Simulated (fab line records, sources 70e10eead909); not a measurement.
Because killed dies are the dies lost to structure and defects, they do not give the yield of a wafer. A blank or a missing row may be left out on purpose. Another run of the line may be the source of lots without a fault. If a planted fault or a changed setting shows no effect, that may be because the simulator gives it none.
fab line records + flow nand-harc
[record]
- lots = 13
- wafers = 39
- last-day = 24
route steps=1159 shown A_STAIRCASE@588 THIN_TSV@1120 END@1159
lots that met no fault: taken from a fault-free run of the same line
start-h: hours from the record's first day to the start of the lot's first wafer shown + wait-h: hours from the lot's prior step to this one + " same as the row above + L1.1+2: a single row standing in for several wafers + - either no value or no given start + * or withheld: withheld + < > ~ a bound
route shown NAME@n: NAME is a module with steps in the file, n the number in the route of the first one + usual: mean/standard deviation of fault-free wafers + same: alike in all rows + chamber/n: place in a boat + sites: per-site readings + _std_site: the standard deviation of these + _edge_site: outer sites' mean less inner sites' + radius-mm: for every site, how far away it sits from the centre of the wafer + mask NAME#n: copy n + behind: the most recent tool/chamber to have shaped the wafer + hold: what put the lot on hold/how long, in hours/how the hold closed + device: the n, p or np transistor that did not switch + end of line: at the end of the route, the tests of the same wafers + where a step has no rows: the recipe by itself + killed: not the wafer's yield, but the dies lost to structure and defects at the first sort + map: dies across one wafer; x = killed, . = not, _ = none there
set.NAME: the setting the step ran with; set.NAME@STEP: the setting that earlier step ran with + model.NAME: the simulator's own value behind a step, which no gauge read
the route's steps for a sample of lots (tables are steps, rows are wafers)
services: the hour from which a tool's chamber was out of use, counted from the record's first day as start-h (under 0 if before that day), plus the number of hours and why
[[steps]]
[step NHARC_A_STAIRCASE_ETCH_194]
[recipe]
- target-depth-a = 1000
- time-s = 40.5
- ion-energy-ev = 400
- c4f8-flow-sccm = 20
- o2-flow-sccm = 10
- ar-flow-sccm = withheld
- rf-w = 600
- bias-w = 1000
- chemistry = C4F8/O2
[usual]
- oes-product-au = 0.943/0.011
- rf-vpp-V = 894/5.2
| lot.wafer | tool        | chamber | start-h | wait-h | oes-product-au | rf-hours-counter-h | rf-vpp-V |
|-----------|-------------|---------|---------|--------|----------------|--------------------|----------|
| L481.3    | rie-diel-02 | 3       | 246.37  | -      | 0.949          | 33                 | 898      |
| L481.1    | "           | 1       | "       | "      | 0.953          | 31                 | 893      |
| L481.6    | "           | 3       | "       | "      | 0.950          | -                  | 897      |
| L483.4    | rie-diel-02 | 3       | 254.07  | -      | 0.947          | 37                 | 897      |
| L483.2    | "           | 0       | "       | "      | 0.968          | 38                 | 888      |
| L483.5    | "           | 2       | "       | "      | 0.959          | -                  | 890      |
| L485.1    | rie-diel-05 | 0       | 261.39  | -      | 0.920          | 31                 | 891      |
| L485.4    | "           | 1       | "       | "      | 0.933          | 32                 | 900      |
| L485.6    | "           | 2       | "       | "      | 0.935          | -                  | 898      |
| L484.2    | rie-diel-05 | 1       | 261.62  | -      | 0.937          | 32                 | 900      |
| L484.4    | "           | 2       | "       | "      | 0.942          | 36                 | 900      |
| L484.6    | "           | 0       | "       | "      | 0.931          | -                  | 890      |
| L482.3    | rie-diel-02 | 0       | 266.07  | -      | 0.943          | 43                 | 888      |
| L482.6    | "           | 2       | "       | "      | 0.962          | -                  | 889      |
| L482.5    | "           | 3       | "       | "      | 0.964          | -                  | 897      |
| L486.4    | rie-diel-02 | 1       | 268.28  | -      | 0.944          | 40                 | 893      |
| L486.1    | "           | 3       | "       | "      | 0.964          | 43                 | 898      |
| L486.6    | "           | 1       | "       | "      | 0.946          | -                  | 894      |
| L493.1    | rie-diel-05 | 0       | 326.36  | -      | 0.943          | 53                 | 892      |
| L493.3    | "           | 1       | "       | "      | 0.935          | 50                 | 898      |
| L493.2    | "           | 2       | "       | "      | 0.942          | 62                 | 897      |
| L497.2    | rie-diel-11 | 2       | 340.89  | -      | 0.934          | 51                 | 890      |
| L497.5    | "           | 1       | "       | "      | 0.929          | -                  | 889      |
| L497.4    | "           | 0       | "       | "      | 0.940          | -                  | 890      |
| L499.1    | rie-diel-02 | 2       | 341.55  | -      | 0.951          | 1                  | 888      |
| L499.4    | "           | 1       | "       | "      | 0.947          | 1                  | 894      |
| L499.5    | "           | 3       | "       | "      | 0.949          | -                  | 897      |
| L498.3    | rie-diel-02 | 0       | 341.60  | -      | 0.941          | 2                  | 906      |
| L498.4    | "           | 1       | "       | "      | 0.931          | 1                  | 894      |
| L498.5    | "           | 0       | "       | "      | 0.938          | -                  | 905      |
| L500.2    | rie-diel-02 | 3       | 351.30  | -      | 0.943          | 6                  | 898      |
| L500.1    | "           | 1       | "       | "      | 0.941          | 6                  | 894      |
| L500.5    | "           | 2       | "       | "      | 0.943          | -                  | 888      |
| L501.3    | rie-diel-02 | 1       | 352.47  | -      | 0.925          | 7                  | 894      |
| L501.1    | "           | 2       | "       | "      | 0.938          | 7                  | 888      |
| L501.2    | "           | 3       | "       | "      | 0.933          | 7                  | 896      |
| L504.1    | rie-diel-11 | 2       | 387.78  | -      | 0.935          | 3                  | 891      |
| L504.5    | "           | 1       | "       | "      | 0.936          | -                  | 887      |
| L504.6    | "           | 2       | "       | "      | 0.945          | -                  | 889      |
[step NHARC_THIN_TSV_ETCH_15]
[recipe]
- target-depth-a = 30000
- bosch-target-overetch-cycles = 2
- bosch-etch-step-s = 2.8
- bosch-dep-step-s = 1.2
- bosch-cycles = 14
[usual]
- drypump-motor-current-A = 5.9/0.5
| lot.wafer | tool      | chamber | start-h | wait-h | drypump-motor-current-A | rf-hours-counter-h |
|-----------|-----------|---------|---------|--------|-------------------------|--------------------|
| L481.3    | rie-si-01 | 0       | 426.76  | -      | 5.9                     | 1.1                |
| L481.1    | "         | 1       | "       | "      | 6.1                     | 1.1                |
| L481.6    | "         | 0       | "       | "      | 6.0                     | -                  |
| L485.1    | rie-si-06 | 1       | 431.60  | -      | 5.7                     | 0.6                |
| L485.4    | "         | 3       | "       | "      | 5.7                     | 0.4                |
| L485.6    | "         | 0       | "       | "      | 4.9                     | -                  |
| L482.3    | rie-si-06 | 1       | 436.95  | -      | 5.7                     | 0.7                |
| L482.5    | "         | 1       | "       | "      | 5.7                     | -                  |
| L482.6    | "         | 2       | "       | "      | 6.6                     | -                  |
| L483.2    | rie-si-06 | 1       | 440.91  | -      | 5.6                     | 0.8                |
| L483.4    | "         | 2       | "       | "      | 6.6                     | 0.6                |
| L483.5    | "         | 3       | "       | "      | 5.8                     | -                  |
| L486.4    | rie-si-03 | 3       | 443.03  | -      | 5.9                     | 1.0                |
| L486.1    | "         | 0       | "       | "      | 5.9                     | 1.1                |
| L486.6    | "         | 3       | "       | "      | 5.9                     | -                  |
| L484.2    | rie-si-01 | 3       | 444.13  | -      | 6.4                     | 1.1                |
| L484.4    | "         | 1       | "       | "      | 6.1                     | 1.3                |
| L484.6    | "         | 3       | "       | "      | 6.4                     | -                  |
| L493.1    | rie-si-03 | 3       | 522.89  | -      | 5.9                     | 0.0                |
| L493.2    | "         | 0       | "       | "      | 5.9                     | 0.0                |
| L493.3    | "         | 2       | "       | "      | 6.5                     | 0.0                |
| L497.2    | rie-si-06 | 0       | 525.20  | -      | 4.8                     | 1.4                |
| L497.4    | "         | 1       | "       | "      | 5.6                     | 1.5                |
| L497.5    | "         | 3       | "       | "      | 5.8                     | -                  |
| L499.4    | rie-si-01 | 1       | 540.17  | -      | 6.1                     | 0.3                |
| L499.1    | "         | 2       | "       | "      | 6.0                     | 0.4                |
| L499.5    | "         | 3       | "       | "      | 6.4                     | -                  |
| L498.3    | rie-si-03 | 0       | 541.26  | -      | 5.8                     | 0.2                |
| L498.4    | "         | 1       | "       | "      | 5.1                     | 0.2                |
| L498.5    | "         | 2       | "       | "      | 6.5                     | -                  |
| L501.1    | rie-si-03 | 0       | 543.12  | -      | 5.8                     | 0.2                |
| L501.2    | "         | 2       | "       | "      | 6.5                     | 0.2                |
| L501.3    | "         | 3       | "       | "      | 5.9                     | 0.2                |
| L500.2    | rie-si-01 | 2       | 544.36  | -      | 6.0                     | 0.5                |
| L500.1    | "         | 0       | "       | "      | 6.0                     | 0.5                |
| L500.5    | "         | 1       | "       | "      | 6.2                     | -                  |
| L504.1    | rie-si-01 | 1       | 564.96  | -      | 6.1                     | 0.6                |
| L504.6    | "         | 0       | "       | "      | 6.0                     | -                  |
| L504.5    | "         | 1       | "       | "      | 6.1                     | -                  |
[step NHARC_THIN_TSV_CMP_21]
[recipe]
- t-overpolish-s = 30
- target-thk-nm = 2000
[usual]
- edge-zone-pressure-frac = 0.999/0.0047
- motor-current-A = 12.1/0.94
- overpolish-run-s = 30.000/0.0088
- retaining-ring-pressure-frac = 0.999/0.0047
| lot.wafer | tool   | chamber | start-h | wait-h | edge-zone-pressure-frac | motor-current-A | overpolish-run-s | retaining-ring-pressure-frac |
|-----------|--------|---------|---------|--------|-------------------------|-----------------|------------------|------------------------------|
| L481.1    | cmp-02 | 0       | 430.30  | -      | 0.996                   | 10.9            | 30.007           | 1.001                        |
| L481.3    | "      | 1       | "       | "      | 1.000                   | 13.6            | 29.987           | 0.996                        |
| L481.6    | "      | 0       | "       | "      | 1.004                   | 10.8            | 30.005           | 1.003                        |
| L485.1    | cmp-02 | 1       | 435.25  | -      | 0.993                   | 13.3            | 30.014           | 1.004                        |
| L485.4    | "      | 2       | "       | "      | 0.999                   | 11.4            | 30.006           | 0.993                        |
| L485.6    | "      | 1       | "       | "      | 0.997                   | 13.4            | 30.009           | 0.991                        |
| L482.3    | cmp-02 | 1       | 441.19  | -      | 0.998                   | 13.3            | 29.991           | 0.999                        |
| L482.5    | "      | 0       | "       | "      | 1.003                   | 11.2            | 30.006           | 1.000                        |
| L482.6    | "      | 1       | "       | "      | 0.994                   | 13.5            | 29.988           | 0.990                        |
| L483.2    | cmp-02 | 0       | 444.39  | -      | 0.999                   | 11.1            | 29.988           | 0.999                        |
| L483.4    | "      | 2       | "       | "      | 0.993                   | 11.2            | 30.006           | 1.007                        |
| L483.5    | "      | 0       | "       | "      | 1.001                   | 11.2            | 29.994           | 0.997                        |
| L486.1    | cmp-01 | 3       | 446.54  | -      | 1.006                   | 12.1            | 30.011           | 0.997                        |
| L486.4    | "      | 2       | "       | "      | 0.997                   | 13.3            | 30.020           | 1.005                        |
| L486.6    | "      | 0       | "       | "      | 1.011                   | 11.4            | 30.004           | 0.992                        |
| L484.4    | cmp-02 | 2       | 447.83  | -      | 0.997                   | 12.2            | 30.004           | 1.004                        |
| L484.2    | "      | 1       | "       | "      | 0.999                   | 13.0            | 29.994           | 0.999                        |
| L484.6    | "      | 3       | "       | "      | 0.991                   | 11.8            | 29.999           | 0.999                        |
| L493.1    | cmp-02 | 1       | 526.42  | -      | 1.001                   | 12.5            | 29.990           | 1.002                        |
| L493.3    | "      | 2       | "       | "      | 0.998                   | 11.5            | 29.999           | 1.000                        |
| L493.2    | "      | 0       | "       | "      | 1.002                   | 11.0            | 30.001           | 0.998                        |
| L497.2    | cmp-01 | 3       | 528.78  | -      | 0.998                   | 12.6            | 29.992           | 1.005                        |
| L497.4    | "      | 2       | "       | "      | 1.007                   | 13.5            | 29.989           | 1.005                        |
| L497.5    | "      | 0       | "       | "      | 0.994                   | 12.4            | 30.012           | 1.003                        |
| L499.4    | cmp-01 | 0       | 543.89  | -      | 1.006                   | 11.8            | 29.996           | 0.992                        |
| L499.1    | "      | 1       | "       | "      | 1.005                   | 13.8            | 29.980           | 0.995                        |
| L499.5    | "      | 2       | "       | "      | 1.005                   | 12.5            | 30.006           | 0.994                        |
| L498.3    | cmp-03 | 3       | 544.85  | -      | 0.999                   | 12.8            | 29.998           | 0.998                        |
| L498.4    | "      | 0       | "       | "      | 0.996                   | 11.1            | 30.003           | 0.998                        |
| L498.5    | "      | 2       | "       | "      | 0.997                   | 11.7            | 29.989           | 0.988                        |
| L501.2    | cmp-01 | 2       | 547.76  | -      | 1.000                   | 13.4            | 30.000           | 0.998                        |
| L501.1    | "      | 3       | "       | "      | 0.996                   | 13.4            | 30.000           | 1.005                        |
| L501.3    | "      | 0       | "       | "      | 1.003                   | 11.5            | 29.977           | 0.993                        |
| L500.2    | cmp-02 | 2       | 549.11  | -      | 1.004                   | 11.8            | 29.999           | 1.004                        |
| L500.1    | "      | 1       | "       | "      | 1.005                   | 12.7            | 30.012           | 1.002                        |
| L500.5    | "      | 2       | "       | "      | 0.999                   | 11.6            | 30.013           | 1.008                        |
| L504.1    | cmp-03 | 1       | 568.54  | -      | 0.996                   | 10.1            | 29.996           | 0.998                        |
| L504.5    | "      | 2       | "       | "      | 1.000                   | 12.1            | 29.997           | 0.993                        |
| L504.6    | "      | 3       | "       | "      | 0.992                   | 12.4            | 30.000           | 1.000                        |
[step NHARC_THIN_TSV_CD_MEAS_37]
[usual]
- cd-nm = 4999.1/2.8
| lot.wafer | tool      | chamber | start-h | wait-h | cd-nm  |
|-----------|-----------|---------|---------|--------|--------|
| L481.1    | cd-sem-03 | -       | 433.32  | -      | 4996.9 |
| L481.3    | "         | -       | "       | "      | 4999.0 |
| L481.6    | "         | -       | "       | "      | 5000.1 |
| L485.1    | cd-sem-03 | -       | 438.28  | -      | 5004.6 |
| L485.4    | "         | -       | "       | "      | 4999.1 |
| L485.6    | "         | -       | "       | "      | 5001.3 |
| L482.3    | cd-sem-02 | -       | 444.23  | -      | 4998.1 |
| L482.5    | "         | -       | "       | "      | 4998.3 |
| L482.6    | "         | -       | "       | "      | 4997.5 |
| L483.2    | cd-sem-01 | -       | 447.32  | -      | 4996.3 |
| L483.4    | "         | -       | "       | "      | 5000.1 |
| L483.5    | "         | -       | "       | "      | 5000.0 |
| L486.1    | cd-sem-02 | -       | 449.60  | -      | 5003.0 |
| L486.4    | "         | -       | "       | "      | 5001.8 |
| L486.6    | "         | -       | "       | "      | 5000.5 |
| L484.2    | cd-sem-03 | -       | 450.88  | -      | 4999.7 |
| L484.4    | "         | -       | "       | "      | 4997.9 |
| L484.6    | "         | -       | "       | "      | 4999.2 |
| L493.1    | cd-sem-03 | -       | 529.37  | -      | 5003.8 |
| L493.2    | "         | -       | "       | "      | 5002.3 |
| L493.3    | "         | -       | "       | "      | 5006.7 |
| L497.2    | cd-sem-02 | -       | 531.82  | -      | 5002.6 |
| L497.4    | "         | -       | "       | "      | 4996.5 |
| L497.5    | "         | -       | "       | "      | 5006.6 |
| L499.1    | cd-sem-02 | -       | 547.87  | -      | 4998.2 |
| L499.4    | "         | -       | "       | "      | 5000.4 |
| L499.5    | "         | -       | "       | "      | 4998.1 |
| L498.3    | cd-sem-02 | -       | 548.29  | -      | 4996.7 |
| L498.4    | "         | -       | "       | "      | 5002.1 |
| L498.5    | "         | -       | "       | "      | 4999.9 |
| L501.1    | cd-sem-03 | -       | 550.71  | -      | 5000.3 |
| L501.2    | "         | -       | "       | "      | 4998.1 |
| L501.3    | "         | -       | "       | "      | 5001.0 |
| L500.1    | cd-sem-02 | -       | 552.20  | -      | 4997.4 |
| L500.2    | "         | -       | "       | "      | 4996.1 |
| L500.5    | "         | -       | "       | "      | 4995.2 |
| L504.1    | cd-sem-03 | -       | 571.39  | -      | 4997.0 |
| L504.5    | "         | -       | "       | "      | 5000.0 |
| L504.6    | "         | -       | "       | "      | 5000.4 |
[step NHARC_END_SORT_01]
[recipe]
- temp-c = 25
[usual]
- killed-at-array = 29/11
- killed-at-other = 0.7/1.1
- killed-at-periphery = 3.1/2
- killed-dies = 33/11
- killed-open = 3.5/1.8
- killed-short = 2.0/1.4
[same]
- gross-dies = 677
| lot.wafer | tool      | chamber | start-h | wait-h | killed-at-array | killed-at-other | killed-at-periphery | killed-dies | killed-open | killed-short |
|-----------|-----------|---------|---------|--------|-----------------|-----------------|---------------------|-------------|-------------|--------------|
| L493.1    | prober-02 | 0       | 538.81  | 2.5    | 33              | 5               | 2                   | 40          | 7           | 0            |
| L493.2    | prober-02 | 0       | 539.61  | 2.8    | 39              | 0               | 4                   | 43          | 4           | 3            |
| L493.3    | prober-02 | 0       | 540.41  | 3.1    | 89              | 3               | 2                   | 94          | 2           | 1            |
// killed by level:class
L493.1 A_CHANNEL_HOLE_D1:chamber-film-flake=18 A_STAIRCASE:chamber-film-flake=6 THIN_TSV:chamber-film-flake=5 A_CHANNEL_FILL_D1:geometric-particle:open=2 A_WL_FILL:chamber-film-flake=2 P_CONTACT:geometric-particle:open=1 A_CHANNEL_HOLE_D1:geometric-particle:open=1 A_BLC:geometric-particle:open=1
L493.2 A_CHANNEL_HOLE_D1:chamber-film-flake=28 A_STAIRCASE:chamber-film-flake=3 A_CONTACT:chamber-film-flake=3 P_GATE:geometric-particle:open=1 P_CONTACT:geometric-particle:short=1 P_CONTACT:geometric-particle:open=1 A_ONON_D1:geometric-particle:short=1 A_CONTACT:geometric-particle:open=1
L493.3 A_STAIRCASE:unspecified=61 A_CHANNEL_HOLE_D1:chamber-film-flake=19 A_STAIRCASE:chamber-film-flake=4 THIN_TSV:chamber-film-flake=3 A_CHANNEL_FILL_D1:chamber-film-flake=2 P_M0:geometric-particle:open=1 A_ONON_D1:geometric-particle:short=1 A_M0:geometric-particle:open=1
[[services]]
| tool        | chamber | start-h | hours | kind   |
|-------------|---------|---------|-------|--------|
| rie-si-03   | 2       | 226.62  | 2.0   | repair |
| cmp-02      | -       | 255.92  | 4.0   | pm     |
| rie-diel-02 | 2       | 274.32  | 1.4   | repair |
| rie-si-01   | 3       | 297.72  | 4.7   | repair |
| rie-diel-02 | 0       | 303.23  | 3.9   | repair |
| rie-si-01   | -       | 304.00  | 9.0   | pm     |
| rie-diel-02 | -       | 327.82  | 9.0   | pm     |
| cmp-02      | -       | 353.92  | 4.0   | pm     |
| rie-si-01   | -       | 368.73  | 0.9   | repair |
| cmp-02      | -       | 377.83  | 3.5   | repair |
| rie-diel-02 | 2       | 393.04  | 4.7   | repair |
| cmp-02      | -       | 393.84  | 1.6   | repair |
| cmp-02      | -       | 403.69  | 1.1   | repair |
| rie-diel-02 | 1       | 432.13  | 43.9  | repair |
| cmp-02      | -       | 451.92  | 4.0   | pm     |
| rie-si-01   | -       | 481.00  | 9.0   | pm     |
| rie-diel-02 | 0       | 485.24  | 6.7   | repair |
| rie-diel-02 | -       | 504.89  | 9.0   | pm     |
| cmp-02      | -       | 505.09  | 1.8   | repair |
| cmp-02      | -       | 534.73  | 1.6   | repair |
| rie-diel-02 | 0       | 538.55  | 41.2  | repair |
| cmp-02      | -       | 549.92  | 4.0   | pm     |
| rie-diel-02 | 1       | 551.09  | 7.1   | repair |
| rie-diel-02 | 3       | 568.23  | 2.2   | repair |
[[key]]
[first-sign]
- step = NHARC_END_SORT_01
- reading = killed-dies
- direction = up
- sigmas = 5.8
- usual = 33
- struck = 94
[effect]
- step = NHARC_END_SORT_01
- reading = killed-at-array
- direction = up
- sigmas = 5.6
- usual = 29
- struck = 89
[more-kills-born-at]
- NHARC_A_STAIRCASE_ETCH_194@rie-diel-05 = 60
met-at NHARC_A_STAIRCASE_ETCH_194
struck-lots L493
struck-wafers L493.3
tester-left-out L493
not-acting-at NHARC_THIN_TSV_ETCH_15,NHARC_THIN_TSV_CMP_21,NHARC_THIN_TSV_CD_MEAS_37
onset-between 261.62 326.36
[fault]
- kind = chamber-particle-source
- tool = rie-diel-05
- chamber = 1
- onset-h = 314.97
- steps = NHARC_A_STAIRCASE_ETCH_194
- rate-per-visit-cm2 = 0.64609
- end-h = 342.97
// tester-left-out: of these lots the tester's yield and bins aren't shown, on N5 and GAA mostly nor the transistor test; their killed dies are dies lost to structure and defects alone, not to doping, threshold or leakage, so they don't give the yield
